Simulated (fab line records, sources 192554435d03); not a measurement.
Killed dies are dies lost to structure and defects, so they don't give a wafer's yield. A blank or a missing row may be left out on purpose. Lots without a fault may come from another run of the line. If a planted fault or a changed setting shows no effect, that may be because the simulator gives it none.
Matching of chambers	flow n5_finfet	N5_BEOL_M8_DESCUM_16 on rie_diel-05 has 4 sister chambers
The step chemistry O2, time 7.9 s. 36 wafers are shown with their chamber, then 12 later ones without.

== WAFERS, EACH WITH ITS CHAMBER ==
wafer	chamber	showerhead_plenum_p_Torr (Torr)	drypump_motor_current_A (A)	throttle_valve_pct (%)
L074.3	2	2.07	5.8	20.4
L074.4	3	2.15	5.7	20.3
L074.6	1	2.17	4.7	21.0
L077.3	1	2.17	4.8	21.0
L077.4	3	2.14	5.6	20.4
L077.6	3	2.14	5.6	20.3
L080.4	1	2.16	4.7	21.0
L080.5	0	2.00	6.4	20.5
L080.6	2	2.07	5.8	20.5
L082.2	1	2.16	4.7	21.0
L082.4	0	2.00	6.4	20.5
L082.5	2	2.07	5.9	20.5
L085.1	3	2.14	5.6	20.0
L085.2	2	2.06	5.8	20.5
L085.3	0	2.00	6.4	20.5
L087.1	0	2.00	6.4	20.6
L087.3	3	2.14	5.6	20.0
L087.5	2	2.06	5.8	20.5
L086.2	1	2.16	4.7	21.0
L086.3	3	2.14	5.7	20.0
L086.4	2	2.06	5.9	20.5
L090.1	0	2.00	6.4	20.6
L090.3	3	2.14	5.6	20.0
L090.6	3	2.14	5.6	20.0
L089.1	0	2.00	6.4	20.5
L089.5	0	2.00	6.4	20.6
L089.6	2	2.06	5.9	20.5
L088.1	2	2.06	5.8	20.5
L088.4	0	2.00	6.4	20.6
L088.5	2	2.06	5.8	20.5
L093.1	2	2.06	5.8	20.5
L093.3	2	2.06	5.9	20.5
L093.4	3	2.13	5.7	20.0
L091.1	1	2.16	4.8	20.5
L091.2	3	2.13	5.6	20.0
L091.4	1	2.16	4.8	20.5

SIGNATURES (means of the wafers above)
reading	chamber 0	chamber 1	chamber 2	chamber 3	scatter within a chamber
showerhead_plenum_p_Torr	2.0000	2.1629	2.0627	2.1390	0.00451
drypump_motor_current_A	6.400	4.743	5.836	5.630	0.0446
throttle_valve_pct	20.550	20.857	20.491	20.100	0.14
Rule: for a wafer and a chamber, the distance is found by dividing, reading by reading, the gap between the wafer's reading and the chamber's mean by the reading's scatter, squaring, summing and taking the root. If the next closest chamber is less than 2 further off than the closest, the wafer can't be placed; otherwise it belongs to the closest. The scatter: take each reading less its chamber's mean, square it, sum over the shown wafers, divide by the number of wafers less the number of chambers, and take the root.

== WAFERS MISSING THEIR CHAMBER ==
wafer	showerhead_plenum_p_Torr (Torr)	drypump_motor_current_A (A)	throttle_valve_pct (%)
L094.3	2.13	5.6	20.0
L094.4	2.13	5.6	20.0
L094.6	2.16	4.8	20.5
L096.3	1.99	6.4	20.6
L096.5	2.13	5.6	20.0
L096.6	1.99	6.4	20.6
L095.1	2.13	5.7	20.1
L095.2	2.15	4.7	20.5
L095.3	1.99	6.4	20.6
L095.4	1.99	6.4	20.6
L095.5	2.15	4.7	20.5
L095.6	2.13	5.7	20.0

== CHAMBER TAKEN BY EACH ==
wafer	from the rows above	in truth
L094.3	3	3
L094.4	3	3
L094.6	1	1
L096.3	0	0
L096.5	3	3
L096.6	0	0
L095.1	3	3
L095.2	1	1
L095.3	0	0
L095.4	0	0
L095.5	1	1
L095.6	3	3
Correctly placed: 12 of 12. Not placeable from these rows: 0. Placed wrongly: 0.
